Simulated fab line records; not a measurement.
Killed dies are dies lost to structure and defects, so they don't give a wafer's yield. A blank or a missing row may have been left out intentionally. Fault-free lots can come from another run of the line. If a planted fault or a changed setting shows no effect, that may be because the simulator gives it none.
Check for tools in common || flow nand-harc || Sampled: 2 lots, 6 wafers

== WHAT PROMPTED THE OPENING ==
Flagged at NHARC_END_SORT_01: reading killed-dies, on 2 of 2 lots. Fault-free wafers read 66, with a standard deviation of 23.
Rule: flag the lot when none of its wafers has a number, or when each of its wafers that has one lies beyond 4 standard deviations from that mean. The rest of the lots are taken to be sound.

{"lot": "L377", "measured": "day 27 00:56", "on": "prober-01", "killed-dies, wafer by wafer": "677 677 677", "flag": "FLAGGED"}
{"lot": "L381", "measured": "day 28 21:35", "on": "prober-02", "killed-dies, wafer by wafer": "677 677 677", "flag": "FLAGGED"}
The mean of the flagged lots' numbers is 677, +611 from the usual (+27 standard deviations).

== WHICH TOOL EACH LOT WENT THROUGH ==
The record holds 2 process steps before the reading, out of a route of 1302 steps. Read each cell as the tool, then ch plus the chambers that the sampled wafers visited, then the start.
{"lot": "L377", "flag": "FLAGGED", "NHARC_A_CHANNEL_HOLE_D2_DEP_00": "acl-dep-02 ch 0, day 15 09:56", "NHARC_A_CHANNEL_HOLE_D2_ETCH_22": "har-etch-01 ch 0,1, day 15 18:36"}
{"lot": "L381", "flag": "FLAGGED", "NHARC_A_CHANNEL_HOLE_D2_DEP_00": "acl-dep-02 ch 0, day 17 06:19", "NHARC_A_CHANNEL_HOLE_D2_ETCH_22": "har-etch-02 ch 0, day 17 15:11"}
What these steps do:
- NHARC_A_CHANNEL_HOLE_D2_DEP_00: deposits aC, target thk 3100 nm.
- NHARC_A_CHANNEL_HOLE_D2_ETCH_22: etches the open film in C4F8/O2/Ar, time 666.7 s, target depth 1600 nm.
- NHARC_END_SORT_01

== FLAGGED OVER TOTAL, TOOL BY TOOL (the gauges that took the reading come last) ==
{"step": "NHARC_A_CHANNEL_HOLE_D2_DEP_00", "tool": "acl-dep-02", "lots run": 2, "flagged": 2, "share of the flagged lots": "all", "sound lots run after its first flagged lot": 0}
{"step": "NHARC_A_CHANNEL_HOLE_D2_ETCH_22", "tool": "har-etch-01", "lots run": 1, "flagged": 1, "share of the flagged lots": "some", "sound lots run after its first flagged lot": 0}
{"step": "NHARC_A_CHANNEL_HOLE_D2_ETCH_22", "tool": "har-etch-02", "lots run": 1, "flagged": 1, "share of the flagged lots": "some", "sound lots run after its first flagged lot": 0}
{"step": "NHARC_END_SORT_01", "tool": "prober-01", "lots run": 1, "flagged": 1, "share of the flagged lots": "some", "sound lots run after its first flagged lot": 0}
{"step": "NHARC_END_SORT_01", "tool": "prober-02", "lots run": 1, "flagged": 1, "share of the flagged lots": "some", "sound lots run after its first flagged lot": 0}

== THE TABLE: WHAT IT ALLOWS ==
In the table, 1 row covers all flagged lots: acl-dep-02 at NHARC_A_CHANNEL_HOLE_D2_DEP_00.
- acl-dep-02 at NHARC_A_CHANNEL_HOLE_D2_DEP_00: 2 of its 2 lots flagged. Because this sample shows no sound lot run on it before its first flagged lot, the start cannot be pinned down more closely.
acl-dep-02 at NHARC_A_CHANNEL_HOLE_D2_DEP_00 is the single tool remaining.

== WHAT THE SIMULATOR HAD PUT IN ==
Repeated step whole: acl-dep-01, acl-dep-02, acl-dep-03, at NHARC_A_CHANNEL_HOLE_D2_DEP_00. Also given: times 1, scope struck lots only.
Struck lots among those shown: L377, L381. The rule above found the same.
